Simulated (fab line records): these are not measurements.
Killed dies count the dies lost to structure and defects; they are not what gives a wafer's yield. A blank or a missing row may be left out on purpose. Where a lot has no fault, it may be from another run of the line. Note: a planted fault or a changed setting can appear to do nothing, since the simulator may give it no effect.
fab line records	flow n5Finfet
record: lots: 24	wafers: 72	lastDay: 18
route steps=1938 shown BEOL_M3@1018 BEOL_M4@1056
lots that met no fault: taken from a fault-free run of the same line
startH: hours from the record's first day to the start of the lot's first wafer shown	waitH: hours elapsed since this lot's preceding step	" repeats the value in the row above	L1.1+2: a single row standing in for several wafers	- either no value or no given start	* or withheld: withheld	< > ~ a bound
route shown NAME@n: a module of which the file shows steps, and the number in the route of the first	usual: mean/standard deviation of fault-free wafers	same: alike in all rows	chamber/n: place in a boat	sites: readings site by site	_std_site: their standard deviation	_edge_site: the outer-site mean with the inner-site mean subtracted	radiusMm: for every site, how far away it sits from the centre of the wafer	mask NAME#n: copy n	behind: tool/chamber where the wafer was last shaped	hold: what put the lot on hold/how long, in hours/how the hold closed	device: whichever transistor did not switch (one of n, p or np)	end of line: tests run on the same wafers once the route is complete	a step with no rows: only its recipe	killed: dies lost to structure and defects at the first sort, not the wafer's yield	map: a wafer's dies, marking killed ones x, the rest . and places with no die _
set.NAME: setting as actually run; set.NAME@STEP: the setting as run at that earlier step	model.NAME: the simulator's own value behind a step, which no gauge read
a sample of lots followed through the steps of the route, with each step as a table and each wafer as a row
services: the hour from which a tool's chamber was out of use, counted from the record's first day as startH (under 0 if before that day), plus the number of hours and why
== steps ==
step: N5_BEOL_M3_DEP_57
recipe: material: SiCN	targetThkA: 80	tempC: withheld	precursor: 3MS/NH3	pressureTorr: 3	rfW: 202	timeS: 14
usual: showerheadPlenumPTorr: 3.665/0.012	throttleValvePct: 9.1/0.32
lot.wafer	tool	chamber	startH	waitH	showerheadPlenumPTorr	throttleValvePct
L074.2	pecvd-02	0	151.30	0.0	3.672	9.3
L074.3	"	1	"	"	3.660	8.6
L074.6	"	0	"	"	3.676	9.0
L075.1	pecvd-04	2	152.14	0.0	3.635	9.2
L075.2	"	0	"	"	3.672	9.4
L075.3	"	1	"	"	3.670	9.2
L076.1	pecvd-01	1	164.27	0.0	3.672	9.0
L076.3	"	2	"	"	3.659	9.6
L076.4	"	1	"	"	3.665	9.5
L077.2	pecvd-01	2	164.90	0.0	3.656	9.6
L077.3	"	0	"	"	3.653	8.9
L077.4	"	1	"	"	3.661	9.1
L078.1	pecvd-01	0	178.79	0.0	3.645	9.0
L078.2	"	1	"	"	3.680	9.4
L078.5	"	2	"	"	3.660	9.7
L080.1	pecvd-02	0	181.92	0.0	3.681	9.1
L080.3	"	1	"	"	3.677	8.6
L080.5	"	1	"	"	3.685	8.7
L079.2	pecvd-02	1	183.19	0.0	3.682	8.3
L079.4	"	2	"	"	3.670	8.9
L079.5	"	1	"	"	3.688	8.9
L081.2	pecvd-02	0	188.87	0.0	3.675	9.4
L081.3	"	2	"	"	3.653	9.0
L081.6	"	1	"	"	3.681	8.6
L082.3	pecvd-02	0	194.75	0.0	3.682	9.3
L082.4	"	0	"	"	3.683	9.2
L082.5	"	2	"	"	3.666	9.0
L083.3	pecvd-01	2	202.92	0.0	3.653	9.5
L083.5	"	0	"	"	3.656	8.9
L083.6	"	2	"	"	3.666	9.2
L084.2	pecvd-01	0	218.72	0.0	3.644	9.0
L084.5	"	2	"	"	3.658	9.4
L084.6	"	0	"	"	3.651	9.0
L086.1	pecvd-01	1	219.25	0.0	3.669	9.2
L086.3	"	2	"	"	3.659	9.7
L086.5	"	0	"	"	3.654	9.0
L085.3	pecvd-02	0	224.88	0.0	3.681	9.2
L085.4	"	1	"	"	3.681	8.8
L085.6	"	0	"	"	3.681	9.0
L087.2	pecvd-01	1	229.60	0.0	3.673	9.7
L087.4	"	0	"	"	3.643	9.4
L087.5	"	1	"	"	3.669	9.5
L088.1	pecvd-04	1	232.03	0.0	3.662	9.0
L088.2	"	0	"	"	3.660	9.6
L088.4	"	2	"	"	3.659	9.0
L089.1	pecvd-01	0	243.89	0.0	3.664	9.0
L089.5	"	1	"	"	3.675	9.5
L089.6	"	0	"	"	3.653	8.7
L090.3	pecvd-04	0	247.72	0.0	3.656	9.2
L090.5	"	1	"	"	3.669	9.3
L090.6	"	0	"	"	3.659	9.7
L091.1	pecvd-01	0	247.92	0.0	3.645	8.9
L091.4	"	1	"	"	3.657	9.3
L091.5	"	1	"	"	3.665	9.4
L093.2	pecvd-01	1	268.17	0.0	3.671	9.3
L093.3	"	0	"	"	3.662	9.1
L093.4	"	2	"	"	3.660	8.4
L092.4	pecvd-01	2	273.53	0.0	3.666	8.7
L092.5	"	0	"	"	3.651	9.0
L092.6	"	1	"	"	3.673	9.4
L094.1	pecvd-04	1	275.65	0.0	3.673	9.0
L094.4	"	1	"	"	3.667	9.3
L094.5	"	0	"	"	3.661	9.5
L095.2	pecvd-02	2	291.28	0.0	3.662	9.0
L095.4	"	1	"	"	3.675	8.4
L095.6	"	0	"	"	3.682	9.5
L096.1	pecvd-02	0	301.96	0.0	3.684	9.4
L096.5	"	1	"	"	3.678	8.6
L096.6	"	0	"	"	3.680	9.5
L097.1	pecvd-02	2	302.80	0.0	3.665	9.0
L097.3	"	0	"	"	3.685	9.4
L097.5	"	2	"	"	3.663	8.9
step: N5_BEOL_M4_CD_MEAS_28
recipe: targetCdNm: 26.2	landingEnergyEv: 500	detector: seInlens	targetCdYNm: 24.1	polarity: opening
usual: cdNm: 26.19/0.23
lot.wafer	tool	chamber	startH	waitH	cdNm
L074.2	cdSem-02	0	153.86	-	26.15
L074.3	"	0	"	"	25.95
L074.6	"	0	"	"	26.12
L075.1	cdSem-03	0	153.91	-	26.22
L075.2	"	0	"	"	26.03
L075.3	"	0	"	"	25.93
L076.1	cdSem-01	0	168.72	-	26.24
L076.3	"	0	"	"	26.36
L076.4	"	0	"	"	26.27
L077.2	cdSem-02	0	168.86	-	26.40
L077.3	"	0	"	"	26.14
L077.4	"	0	"	"	26.48
L078.1	cdSem-01	0	180.76	-	26.12
L078.2	"	0	"	"	26.34
L078.5	"	0	"	"	26.55
L080.1	cdSem-01	0	184.18	-	26.21
L080.3	"	0	"	"	26.34
L080.5	"	0	"	"	26.42
L079.2	cdSem-03	0	188.02	-	26.27
L079.4	"	0	"	"	25.84
L079.5	"	0	"	"	26.25
L081.2	cdSem-01	0	190.70	-	26.61
L081.3	"	0	"	"	25.99
L081.6	"	0	"	"	26.23
L082.3	cdSem-01	0	196.35	-	26.30
L082.4	"	0	"	"	26.30
L082.5	"	0	"	"	26.13
L083.3	cdSem-02	0	205.07	-	26.42
L083.5	"	0	"	"	26.26
L083.6	"	0	"	"	26.12
L084.2	cdSem-01	0	220.60	-	26.78
L084.5	"	0	"	"	25.87
L084.6	"	0	"	"	26.40
L086.1	cdSem-03	0	221.42	-	26.26
L086.3	"	0	"	"	26.08
L086.5	"	0	"	"	26.25
L085.3	cdSem-01	0	227.01	-	26.05
L085.4	"	0	"	"	26.24
L085.6	"	0	"	"	26.37
L087.2	cdSem-02	0	233.06	-	25.89
L087.4	"	0	"	"	26.00
L087.5	"	0	"	"	26.17
L088.1	cdSem-03	0	234.46	-	26.44
L088.2	"	0	"	"	25.66
L088.4	"	0	"	"	26.37
L089.1	cdSem-02	0	245.73	-	25.98
L089.5	"	0	"	"	26.36
L089.6	"	0	"	"	26.33
L090.3	cdSem-01	0	249.91	-	25.91
L090.5	"	0	"	"	26.20
L090.6	"	0	"	"	26.44
L091.1	cdSem-03	0	250.09	-	26.33
L091.4	"	0	"	"	26.26
L091.5	"	0	"	"	26.21
L093.2	cdSem-02	0	270.43	-	25.94
L093.3	"	0	"	"	25.80
L093.4	"	0	"	"	25.97
L092.4	cdSem-03	0	276.90	-	26.03
L092.5	"	0	"	"	26.23
L092.6	"	0	"	"	26.06
L094.1	cdSem-02	0	277.75	-	26.43
L094.4	"	0	"	"	25.90
L094.5	"	0	"	"	25.75
L095.2	cdSem-02	0	294.18	-	26.29
L095.4	"	0	"	"	26.10
L095.6	"	0	"	"	25.95
L096.1	cdSem-03	0	306.74	-	25.79
L096.5	"	0	"	"	26.62
L096.6	"	0	"	"	26.08
L097.1	cdSem-03	0	307.18	-	26.45
L097.3	"	0	"	"	26.14
L097.5	"	0	"	"	26.33
step: N5_BEOL_M4_ETCH_77
recipe: chemistry: N2/H2	target: underlayer	targetDepthA: 65	maskMaterial: CAR-EUV	timeS: 5.2	ionEnergyEv: 200	pressureMtorr: 30	sourceW: 840	biasW: 150	n2FlowSccm: 200	h2FlowSccm: 200	ends: cleared
usual: drypumpMotorCurrentA: 5.9/0.44	etchRfOnTimeS: 5.18/0.053	oesProductAu: 0.69/0.081	rfVppV: 523.7/2.7	showerheadPlenumPTorr: 2.54/0.083	throttleValvePct: 17.71/0.24
lot.wafer	tool	chamber	startH	waitH	drypumpMotorCurrentA	etchRfOnTimeS	oesProductAu	rfHoursCounterH	rfVppV	showerheadPlenumPTorr	throttleValvePct
L074.2	rieDiel-01	2	154.01	0.0	5.6	5.18	0.66	167	524.5	2.54	17.60
L074.3	"	1	"	"	5.9	5.13	0.77	25	520.6	2.49	17.65
L074.6	"	1	"	"	5.9	5.12	0.77	-	522.6	2.49	17.69
L075.1	rieDiel-02	1	154.15	0.0	4.8	5.15	0.60	222	519.4	2.41	17.88
L075.2	"	0	"	"	5.5	5.16	0.68	98	524.1	2.56	17.46
L075.3	"	2	"	"	5.6	5.18	0.83	7	526.5	2.60	17.90
L076.1	rieDiel-02	3	169.11	0.0	5.9	5.26	0.68	90	525.8	2.57	17.80
L076.3	"	0	"	"	5.5	5.15	0.68	104	526.0	2.56	17.52
L076.4	"	2	"	"	5.7	5.20	0.81	11	525.2	2.60	17.91
L077.2	rieDiel-03	3	169.14	0.0	6.3	5.20	0.60	238	524.3	2.51	18.27
L077.3	"	1	"	"	5.8	5.17	0.62	198	527.4	2.63	17.83
L077.4	"	1	"	"	5.8	5.14	0.61	-	526.4	2.63	17.81
L078.1	rieDiel-03	3	180.91	0.0	6.3	5.22	0.59	242	523.8	2.51	18.29
L078.2	"	2	"	"	6.4	5.18	0.61	195	519.5	2.42	17.77
L078.5	"	2	"	"	6.4	5.20	0.61	-	518.8	2.42	17.77
L080.1	rieDiel-02	2	184.53	0.0	5.6	5.24	0.80	16	525.6	2.60	17.92
L080.3	"	3	"	"	5.9	5.23	0.68	95	524.7	2.56	17.79
L080.5	"	1	"	"	4.8	5.22	0.59	-	521.3	2.41	17.89
L079.2	rieDiel-02	1	188.17	0.0	4.8	5.17	0.59	233	518.4	2.41	17.88
L079.4	"	2	"	"	5.6	5.22	0.80	18	525.6	2.60	17.92
L079.5	"	1	"	"	4.8	5.12	0.58	-	519.9	2.41	17.91
L081.2	rieDiel-03	2	190.86	0.0	6.4	5.12	0.61	201	521.6	2.42	17.78
L081.3	"	1	"	"	5.8	5.11	0.61	208	526.9	2.63	17.83
L081.6	"	2	"	"	6.4	5.17	0.61	-	522.0	2.42	17.82
L082.3	rieDiel-01	3	196.50	0.0	6.2	5.15	0.73	56	529.5	2.69	17.55
L082.4	"	0	"	"	6.2	5.13	0.81	10	524.1	2.60	17.30
L082.5	"	1	"	"	5.9	5.16	0.74	-	521.0	2.48	17.71
L083.3	rieDiel-03	0	205.22	0.0	6.3	5.22	0.82	3	522.5	2.50	17.31
L083.5	"	1	"	"	5.8	5.19	0.61	-	527.0	2.63	17.86
L083.6	"	0	"	"	6.3	5.17	0.82	-	522.0	2.50	17.32
L084.2	rieDiel-03	0	220.79	0.0	6.3	5.21	0.79	9	523.2	2.49	17.35
L084.5	"	2	"	"	6.4	5.20	0.60	-	522.5	2.41	17.81
L084.6	"	0	"	"	6.3	5.23	0.79	-	523.2	2.50	17.33
L086.1	rieDiel-03	2	221.70	0.0	6.4	5.12	0.62	214	521.9	2.41	17.82
L086.3	"	0	"	"	6.3	5.13	0.80	10	525.1	2.50	17.35
L086.5	"	0	"	"	6.3	5.17	0.80	-	521.4	2.50	17.33
L085.3	rieDiel-03	1	227.18	0.0	5.8	5.16	0.60	224	526.7	2.62	17.88
L085.4	"	1	"	"	5.8	5.14	0.60	-	528.3	2.62	17.86
L085.6	"	2	"	"	6.4	5.18	0.60	-	518.9	2.41	17.82
L087.2	rieDiel-03	2	233.24	0.0	6.4	5.09	0.61	220	520.2	2.41	17.79
L087.4	"	1	"	"	5.8	5.17	0.60	227	525.1	2.62	17.87
L087.5	"	2	"	"	6.4	5.15	0.61	-	519.4	2.41	17.83
L088.1	rieDiel-01	0	234.61	0.0	6.1	5.14	0.77	25	524.4	2.60	17.32
L088.2	"	1	"	"	5.9	5.08	0.72	54	521.0	2.48	17.71
L088.4	"	2	"	"	5.6	5.16	0.63	-	524.4	2.52	17.66
L089.1	rieDiel-02	3	245.88	0.0	5.9	5.31	0.66	117	523.7	2.55	17.84
L089.5	"	0	"	"	5.5	5.16	0.66	-	524.2	2.55	17.57
L089.6	"	2	"	"	5.6	5.13	0.76	-	523.4	2.59	17.96
L090.3	rieDiel-01	0	250.06	0.0	6.2	5.05	0.76	30	525.1	2.60	17.30
L090.5	"	3	"	"	6.2	5.12	0.70	-	527.0	2.68	17.56
L090.6	"	0	"	"	6.2	5.08	0.76	-	524.0	2.60	17.31
L091.1	rieDiel-03	2	250.25	0.0	6.4	5.16	0.60	226	519.0	2.41	17.84
L091.4	"	3	"	"	6.3	5.07	0.81	7	521.6	2.51	17.86
L091.5	"	3	"	"	6.3	5.14	0.81	-	522.9	2.51	17.85
L093.2	rieDiel-01	3	270.58	0.0	6.2	5.18	0.69	81	528.2	2.68	17.61
L093.3	"	1	"	"	5.9	5.20	0.71	67	522.1	2.47	17.76
L093.4	"	2	"	"	5.6	5.17	0.63	212	521.8	2.52	17.67
L092.4	rieDiel-03	3	277.05	0.0	6.3	5.13	0.80	14	521.7	2.50	17.88
L092.5	"	0	"	"	6.3	5.28	0.76	-	523.2	2.49	17.35
L092.6	"	3	"	"	6.3	5.20	0.79	-	521.8	2.50	17.85
L094.1	rieDiel-02	1	278.16	0.0	4.8	5.25	0.83	3	528.3	2.72	17.56
L094.4	"	3	"	"	5.9	5.27	0.65	129	526.0	2.55	17.86
L094.5	"	0	"	"	5.5	5.21	0.65	-	523.0	2.54	17.57
L095.2	rieDiel-01	2	294.36	0.0	5.6	5.19	0.62	221	522.8	2.51	17.68
L095.4	"	1	"	"	5.9	5.15	0.70	76	523.7	2.47	17.75
L095.6	"	0	"	"	6.2	5.16	0.76	-	526.2	2.59	17.35
L096.1	rieDiel-02	2	306.90	0.0	5.6	5.20	0.74	60	525.5	2.58	18.00
L096.5	"	3	"	"	5.9	5.21	0.65	-	523.9	2.54	17.89
L096.6	"	0	"	"	5.5	5.18	0.64	-	526.4	2.54	17.60
L097.1	rieDiel-03	3	307.35	0.0	6.3	5.12	0.77	26	521.5	2.50	17.90
L097.3	"	3	"	"	6.3	5.11	0.78	-	521.6	2.50	17.93
L097.5	"	0	"	"	6.3	5.23	0.73	-	524.1	2.48	17.39
step: N5_BEOL_M4_ALD_98
recipe: material: SiO2	targetThkA: 25	tempC: 100	aldPrecursorFamily: BDEAS	aldCoReactant: O2-plasma	pulseTimeS: 1	coReactantPulseTimeS: 1	purgeTimeS: 2	coReactantPurgeTimeS: 2	aldCycles: 17	pressureTorr: 2
usual: heaterPowerW: 78/9.8	precursorPulseHeightRel: 1.000/0.021
same: aldCycles: 17
lot.wafer	tool	chamber	startH	waitH	heaterPowerW	precursorPulseHeightRel
L074.2	aldSin-04	2	154.68	0.6	86	0.994
L074.3	"	0	"	"	91	1.015
L074.6	"	2	"	"	88	1.013
L075.1	aldSin-04	0	154.78	0.6	90	1.005
L075.2	"	2	"	"	85	0.965
L075.3	"	3	"	"	67	1.000
L076.1	aldSin-02	3	169.40	0.2	72	1.046
L076.3	"	1	"	"	78	1.003
L076.4	"	0	"	"	81	0.962
L077.2	aldSin-02	0	169.50	0.3	82	1.031
L077.3	"	3	"	"	73	0.961
L077.4	"	2	"	"	78	0.969
L078.1	aldSin-02	1	181.43	0.5	78	1.027
L078.2	"	2	"	"	84	1.022
L078.5	"	2	"	"	83	0.951
L080.1	aldSin-01	0	184.73	0.2	91	0.981
L080.3	"	1	"	"	93	0.994
L080.5	"	3	"	"	72	0.999
L079.2	aldSin-02	1	188.27	0.1	78	1.028
L079.4	"	0	"	"	83	0.943
L079.5	"	2	"	"	82	0.987
L081.2	aldSin-04	2	190.96	0.1	80	0.976
L081.3	"	3	"	"	60	0.986
L081.6	"	3	"	"	62	1.008
L082.3	aldSin-02	0	196.60	0.1	83	0.981
L082.4	"	1	"	"	76	1.004
L082.5	"	0	"	"	84	1.011
L083.3	aldSin-04	2	205.32	0.1	79	0.990
L083.5	"	1	"	"	65	1.000
L083.6	"	0	"	"	89	0.983
L084.2	aldSin-01	2	221.04	0.2	68	1.021
L084.5	"	3	"	"	71	0.965
L084.6	"	0	"	"	90	0.986
L086.1	aldSin-02	3	221.80	0.1	72	0.988
L086.3	"	0	"	"	84	1.020
L086.5	"	2	"	"	82	0.943
L085.3	aldSin-01	0	227.44	0.2	91	1.001
L085.4	"	3	"	"	71	1.014
L085.6	"	1	"	"	95	0.986
L087.2	aldSin-02	3	233.34	0.1	72	1.013
L087.4	"	0	"	"	82	1.001
L087.5	"	2	"	"	83	0.993
L088.1	aldSin-01	3	234.79	0.1	70	1.025
L088.2	"	1	"	"	93	0.985
L088.4	"	1	"	"	94	1.007
L089.1	aldSin-04	2	247.38	1.5	76	1.010
L089.5	"	2	"	"	78	1.032
L089.6	"	1	"	"	67	0.987
L090.3	aldSin-02	1	250.55	0.4	79	1.018
L090.5	"	0	"	"	84	1.004
L090.6	"	3	"	"	74	0.981
L091.1	aldSin-02	0	250.65	0.4	85	1.046
L091.4	"	3	"	"	71	1.015
L091.5	"	1	"	"	76	0.968
L093.2	aldSin-01	3	270.72	0.1	70	0.973
L093.3	"	2	"	"	68	1.003
L093.4	"	1	"	"	96	1.006
L092.4	aldSin-01	3	277.48	0.4	68	1.005
L092.5	"	0	"	"	91	0.993
L092.6	"	1	"	"	95	1.022
L094.1	aldSin-04	2	278.67	0.5	78	0.993
L094.4	"	1	"	"	65	0.995
L094.5	"	0	"	"	87	1.012
L095.2	aldSin-04	1	294.46	0.1	67	1.015
L095.4	"	0	"	"	91	1.056
L095.6	"	3	"	"	61	1.023
L096.1	aldSin-02	2	307.00	0.1	80	0.987
L096.5	"	1	"	"	75	0.975
L096.6	"	2	"	"	81	1.012
L097.1	aldSin-04	0	307.49	0.1	88	0.994
L097.3	"	1	"	"	66	1.009
L097.5	"	0	"	"	90	0.982
step: N5_BEOL_M4_ETCH_70
recipe: chemistry: N2/H2	target: SOC	targetDepthA: 800	overetchA: 240	maskMaterial: SiARC	tempC: 40	timeS: 130	ionEnergyEv: 200	pressureMtorr: 30	sourceW: 840	biasW: 150	n2FlowSccm: 200	h2FlowSccm: 200
usual: drypumpMotorCurrentA: 5.9/0.41	oesProductAu: 0.59/0.059	rfVppV: 524.0/2.3	showerheadPlenumPTorr: 2.55/0.08	throttleValvePct: 17.67/0.23
lot.wafer	tool	chamber	startH	waitH	drypumpMotorCurrentA	oesProductAu	rfHoursCounterH	rfVppV	showerheadPlenumPTorr	throttleValvePct
L074.2	rieDiel-01	1	161.46	0.0	5.9	0.65	26	522.4	2.49	17.62
L074.3	"	2	"	"	5.6	0.56	168	524.0	2.54	17.57
L074.6	"	3	"	"	6.2	0.64	-	529.5	2.69	17.48
L075.1	rieDiel-02	1	163.20	0.0	4.8	0.51	224	519.3	2.41	17.85
L075.2	"	2	"	"	5.6	0.70	9	524.3	2.60	17.88
L075.3	"	0	"	"	5.5	0.58	101	523.2	2.56	17.48
L076.1	rieDiel-03	2	169.63	0.0	6.4	0.54	191	520.7	2.42	17.72
L076.3	"	3	"	"	6.3	0.52	238	521.9	2.51	18.22
L076.4	"	3	"	"	6.3	0.51	-	523.9	2.51	18.22
L077.2	rieDiel-02	0	169.69	0.0	5.5	0.59	104	524.8	2.56	17.48
L077.3	"	1	"	"	4.8	0.51	227	520.4	2.41	17.84
L077.4	"	2	"	"	5.7	0.70	12	525.0	2.60	17.87
L078.1	rieDiel-02	1	181.70	0.0	4.8	0.51	230	519.3	2.41	17.84
L078.2	"	2	"	"	5.6	0.70	15	525.4	2.60	17.92
L078.5	"	2	"	"	5.7	0.69	-	526.1	2.60	17.88
L080.1	rieDiel-03	3	187.83	0.0	6.3	0.51	247	520.9	2.51	18.23
L080.3	"	1	"	"	5.8	0.52	207	525.0	2.63	17.78
L080.5	"	1	"	"	5.8	0.53	-	525.0	2.63	17.79
L079.2	rieDiel-01	2	188.43	0.0	5.6	0.55	181	523.4	2.53	17.57
L079.4	"	0	"	"	6.2	0.70	7	525.6	2.61	17.24
L079.5	"	3	"	"	6.2	0.62	-	529.0	2.69	17.51
L081.2	rieDiel-03	1	191.12	0.0	5.8	0.52	208	526.4	2.63	17.77
L081.3	"	2	"	"	6.4	0.53	201	520.3	2.42	17.73
L081.6	"	1	"	"	5.8	0.52	-	525.6	2.63	17.76
L082.3	rieDiel-03	2	198.59	0.0	6.4	0.52	204	520.5	2.42	17.76
L082.4	"	1	"	"	5.8	0.53	-	526.5	2.63	17.80
L082.5	"	3	"	"	6.3	0.51	-	523.6	2.51	18.24
L083.3	rieDiel-02	2	217.76	0.0	5.6	0.66	27	524.9	2.59	17.91
L083.5	"	3	"	"	5.8	0.58	-	524.6	2.56	17.78
L083.6	"	0	"	"	5.5	0.57	-	524.8	2.55	17.49
L084.2	rieDiel-02	0	221.24	0.0	5.5	0.57	119	524.3	2.55	17.50
L084.5	"	3	"	"	5.8	0.58	-	522.2	2.56	17.77
L084.6	"	0	"	"	5.5	0.56	-	524.8	2.55	17.49
L086.1	rieDiel-01	2	222.06	0.0	5.6	0.55	195	523.5	2.52	17.61
L086.3	"	1	"	"	5.9	0.63	49	521.5	2.48	17.67
L086.5	"	3	"	"	6.2	0.61	-	527.3	2.68	17.53
L085.3	rieDiel-01	2	228.07	0.0	5.6	0.55	197	522.9	2.52	17.60
L085.4	"	1	"	"	5.8	0.63	-	520.1	2.48	17.67
L085.6	"	2	"	"	5.6	0.54	-	524.1	2.52	17.59
L087.2	rieDiel-01	2	237.70	0.0	5.6	0.54	200	523.3	2.52	17.61
L087.4	"	0	"	"	6.2	0.66	-	524.4	2.60	17.25
L087.5	"	2	"	"	5.6	0.54	-	524.3	2.52	17.60
L088.1	rieDiel-02	0	237.74	0.0	5.5	0.57	126	523.7	2.55	17.51
L088.2	"	1	"	"	4.8	0.50	250	520.5	2.40	17.89
L088.4	"	3	"	"	5.9	0.57	112	524.5	2.56	17.79
L089.1	rieDiel-01	2	247.54	0.0	5.6	0.54	204	522.8	2.52	17.62
L089.5	"	0	"	"	6.2	0.65	-	525.9	2.60	17.28
L089.6	"	3	"	"	6.2	0.60	-	526.3	2.68	17.53
L090.3	rieDiel-02	2	250.72	0.0	5.6	0.65	40	524.6	2.59	17.91
L090.5	"	2	"	"	5.6	0.65	-	524.8	2.59	17.93
L090.6	"	3	"	"	5.9	0.57	-	523.1	2.55	17.82
L091.1	rieDiel-03	2	251.53	0.0	6.4	0.51	226	522.3	2.41	17.78
L091.4	"	0	"	"	6.3	0.66	22	521.0	2.49	17.30
L091.5	"	1	"	"	5.8	0.51	-	524.6	2.62	17.84
L093.2	rieDiel-03	3	272.29	0.0	6.3	0.67	13	523.5	2.50	17.83
L093.3	"	2	"	"	6.4	0.51	232	520.8	2.40	17.81
L093.4	"	1	"	"	5.8	0.52	240	526.8	2.62	17.84
L092.4	rieDiel-01	1	278.05	0.0	5.9	0.61	70	523.1	2.47	17.71
L092.5	"	2	"	"	5.6	0.53	-	523.5	2.52	17.63
L092.6	"	3	"	"	6.2	0.59	-	528.1	2.68	17.54
L094.1	rieDiel-01	3	278.83	0.0	6.2	0.59	84	527.0	2.68	17.56
L094.4	"	2	"	"	5.6	0.54	215	523.3	2.52	17.62
L094.5	"	3	"	"	6.2	0.59	-	527.2	2.68	17.55
L095.2	rieDiel-02	1	296.04	0.0	4.8	0.71	8	528.6	2.72	17.48
L095.4	"	3	"	"	5.9	0.55	134	525.2	2.55	17.84
L095.6	"	1	"	"	4.8	0.71	-	528.9	2.72	17.49
L096.1	rieDiel-03	3	308.33	0.0	6.3	0.66	26	522.0	2.50	17.84
L096.5	"	0	"	"	6.4	0.64	-	522.0	2.48	17.36
L096.6	"	3	"	"	6.3	0.66	-	521.6	2.50	17.84
L097.1	rieDiel-01	2	308.63	0.0	5.6	0.53	227	523.8	2.51	17.65
L097.3	"	0	"	"	6.2	0.63	52	525.0	2.59	17.33
L097.5	"	0	"	"	6.2	0.63	-	525.1	2.59	17.32
step: N5_BEOL_M4_OCD_MEAS_38
usual: trenchDepthNm: 55.7/0.59
lot.wafer	tool	chamber	startH	waitH	trenchDepthNm
L074.2	ocd-01	-	161.82	-	55.4
L074.3	"	-	"	"	55.1
L074.6	"	-	"	"	56.3
L075.1	ocd-01	-	163.56	-	56.5
L075.2	"	-	"	"	56.2
L075.3	"	-	"	"	55.6
L076.1	ocd-02	-	170.00	-	55.4
L076.3	"	-	"	"	53.8
L076.4	"	-	"	"	54.3
L077.2	ocd-02	-	170.06	-	55.2
L077.3	"	-	"	"	55.8
L077.4	"	-	"	"	55.9
L078.1	ocd-02	-	182.06	-	54.8
L078.2	"	-	"	"	55.5
L078.5	"	-	"	"	55.0
L080.1	ocd-01	-	188.19	-	54.4
L080.3	"	-	"	"	55.3
L080.5	"	-	"	"	55.9
L079.2	ocd-02	-	188.79	-	55.8
L079.4	"	-	"	"	56.2
L079.5	"	-	"	"	55.3
L081.2	ocd-02	-	191.48	-	55.5
L081.3	"	-	"	"	55.4
L081.6	"	-	"	"	56.1
L082.3	ocd-01	-	198.95	-	55.9
L082.4	"	-	"	"	55.6
L082.5	"	-	"	"	54.7
L083.3	ocd-01	-	218.12	-	55.5
L083.5	"	-	"	"	55.7
L083.6	"	-	"	"	56.5
L084.2	ocd-01	-	221.60	-	55.2
L084.5	"	-	"	"	55.1
L084.6	"	-	"	"	55.4
L086.1	ocd-02	-	222.42	-	55.5
L086.3	"	-	"	"	56.4
L086.5	"	-	"	"	55.8
L085.3	ocd-01	-	228.43	-	55.4
L085.4	"	-	"	"	56.2
L085.6	"	-	"	"	55.5
L087.2	ocd-01	-	238.06	-	55.0
L087.4	"	-	"	"	56.1
L087.5	"	-	"	"	56.4
L088.1	ocd-01	-	238.10	-	55.6
L088.2	"	-	"	"	55.0
L088.4	"	-	"	"	54.8
L089.1	ocd-02	-	247.90	-	55.1
L089.5	"	-	"	"	55.7
L089.6	"	-	"	"	54.7
L090.3	ocd-02	-	251.09	-	56.4
L090.5	"	-	"	"	56.1
L090.6	"	-	"	"	56.0
L091.1	ocd-02	-	251.89	-	55.4
L091.4	"	-	"	"	56.1
L091.5	"	-	"	"	55.4
L093.2	ocd-01	-	272.65	-	57.0
L093.3	"	-	"	"	56.0
L093.4	"	-	"	"	55.7
L092.4	ocd-02	-	278.41	-	55.6
L092.5	"	-	"	"	56.2
L092.6	"	-	"	"	55.6
L094.1	ocd-01	-	279.19	-	56.4
L094.4	"	-	"	"	56.3
L094.5	"	-	"	"	56.4
L095.2	ocd-01	-	296.40	-	55.5
L095.4	"	-	"	"	54.9
L095.6	"	-	"	"	54.7
L096.1	ocd-02	-	308.85	-	56.8
L096.5	"	-	"	"	56.0
L096.6	"	-	"	"	56.8
L097.1	ocd-01	-	308.99	-	55.7
L097.3	"	-	"	"	56.1
L097.5	"	-	"	"	56.3
== services ==
tool	chamber	startH	hours	kind
aldSin-02	-	141.74	6.1	pm
rieDiel-02	3	152.96	1.8	repair
pecvd-04	-	154.32	2.8	pm
rieDiel-03	0	165.62	14.4	repair
rieDiel-01	1	172.82	7.6	repair
rieDiel-02	0	174.77	2.9	repair
aldSin-04	-	176.75	14.0	pm
rieDiel-03	0	180.07	-	clean
rieDiel-03	0	180.07	-	consumableReplace:focusRing
rieDiel-03	0	180.07	19.5	scheduledDown
rieDiel-03	0	180.07	19.5	ventCycle
aldSin-04	1	190.95	2.4	repair
rieDiel-03	3	199.55	-	clean
aldSin-01	2	224.58	12.5	repair
rieDiel-01	3	225.93	4.2	repair
aldSin-04	1	233.81	1.8	repair
aldSin-04	1	241.12	2.7	repair
aldSin-02	-	268.43	14.0	pm
aldSin-01	1	281.73	4.8	repair
pecvd-01	-	296.54	5.5	pm
aldSin-02	0	296.55	4.4	repair
rieDiel-03	-	297.60	0.3	repair
aldSin-01	3	305.22	10.2	repair
rieDiel-03	2	307.14	2.8	repair
== key ==
fault none
